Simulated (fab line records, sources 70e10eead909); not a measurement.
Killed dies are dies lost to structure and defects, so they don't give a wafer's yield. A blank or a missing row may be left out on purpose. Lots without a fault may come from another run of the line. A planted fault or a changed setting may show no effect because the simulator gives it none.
Chamber matching | flow nand_harc | NHARC_A_BONDPAD_STRIP_15 on rie_diel-13: 4 sister chambers
The step strips in O2. 33 wafers are shown with their chamber, then 12 later ones without.

WAFERS WITH THEIR CHAMBER
wafer  | chamber | showerhead_plenum_p_Torr (Torr) | drypump_motor_current_A (A) | oes_product_au (a.u.)
L078.2 | 1       | 3.54                            | 6.5                         | 1.005
L078.4 | 2       | 3.76                            | 5.7                         | 0.978
L078.5 | 0       | 3.38                            | 5.6                         | 0.992
L074.1 | 3       | 3.41                            | 6.1                         | 0.991
L074.4 | 2       | 3.76                            | 5.8                         | 0.972
L074.6 | 1       | 3.54                            | 6.5                         | 0.992
L079.3 | 0       | 3.38                            | 5.6                         | 0.996
L079.5 | 2       | 3.76                            | 5.7                         | 0.975
L079.6 | 1       | 3.54                            | 6.5                         | 1.006
L077.3 | 1       | 3.54                            | 6.5                         | 0.994
L077.5 | 1       | 3.54                            | 6.5                         | 1.002
L077.6 | 0       | 3.38                            | 5.6                         | 1.000
L080.1 | 3       | 3.41                            | 6.1                         | 1.003
L080.3 | 0       | 3.38                            | 5.6                         | 1.000
L080.5 | 1       | 3.54                            | 6.5                         | 1.005
L087.1 | 3       | 3.41                            | 6.1                         | 1.008
L087.2 | 2       | 3.75                            | 5.8                         | 0.990
L087.4 | 1       | 3.54                            | 6.5                         | 1.009
L088.1 | 2       | 3.75                            | 5.7                         | 0.997
L088.5 | 1       | 3.54                            | 6.5                         | 1.005
L088.6 | 0       | 3.38                            | 5.6                         | 0.984
L091.1 | 3       | 3.41                            | 6.1                         | 1.016
L091.2 | 1       | 3.54                            | 6.5                         | 1.008
L091.3 | 2       | 3.75                            | 5.7                         | 0.992
L092.3 | 0       | 3.38                            | 5.6                         | 0.983
L092.4 | 2       | 3.75                            | 5.8                         | 0.979
L092.5 | 3       | 3.41                            | 6.1                         | 1.016
L095.2 | 3       | 3.41                            | 6.1                         | 1.009
L095.5 | 3       | 3.41                            | 6.1                         | 1.007
L095.6 | 0       | 3.38                            | 5.6                         | 0.979
L093.2 | 3       | 3.41                            | 6.1                         | 1.001
L093.3 | 0       | 3.38                            | 5.6                         | 0.983
L093.5 | 0       | 3.37                            | 5.6                         | 0.978

SIGNATURES (means of the wafers above)
reading                  | chamber 0 | chamber 1 | chamber 2 | chamber 3 | scatter within a chamber
showerhead_plenum_p_Torr | 3.3789    | 3.5400    | 3.7543    | 3.4100    | 0.003
drypump_motor_current_A  | 5.600     | 6.500     | 5.743     | 6.100     | 0.0243
oes_product_au           | 0.98833   | 1.00289   | 0.98329   | 1.00638   | 0.00814
Rule: a wafer's distance from a chamber is the root of the sum, over the readings, of the square of ((its reading less the chamber's mean) divided by the reading's scatter). The wafer belongs to the nearest chamber; if the next one is less than 2 further off, it can't be placed. The scatter: the root of (the sum of the squares of (reading less its chamber's mean) over the shown wafers, divided by (wafers less chambers)).

WAFERS WITHOUT THEIR CHAMBER
wafer  | showerhead_plenum_p_Torr (Torr) | drypump_motor_current_A (A) | oes_product_au (a.u.)
L094.2 | 3.75                            | 5.8                         | 0.982
L094.3 | 3.41                            | 6.1                         | 1.000
L094.5 | 3.75                            | 5.8                         | 0.984
L094.1 | 3.54                            | 6.5                         | 0.999
L094.4 | 3.37                            | 5.6                         | 0.991
L094.6 | 3.41                            | 6.1                         | 1.005
L096.3 | 3.54                            | 6.5                         | 0.995
L096.5 | 3.75                            | 5.7                         | 0.992
L096.6 | 3.41                            | 6.1                         | 1.001
L097.1 | 3.75                            | 5.7                         | 0.978
L097.2 | 3.54                            | 6.5                         | 0.992
L097.4 | 3.41                            | 6.1                         | 0.995

WHICH CHAMBER EACH WENT THROUGH
wafer  | from the rows above | in truth
L094.2 | 2                   | 2
L094.3 | 3                   | 3
L094.5 | 2                   | 2
L094.1 | 1                   | 1
L094.4 | 0                   | 0
L094.6 | 3                   | 3
L096.3 | 1                   | 1
L096.5 | 2                   | 2
L096.6 | 3                   | 3
L097.1 | 2                   | 2
L097.2 | 1                   | 1
L097.4 | 3                   | 3
Placed correctly: 12 of 12. Can't be placed from these rows: 0. Placed wrongly: 0.
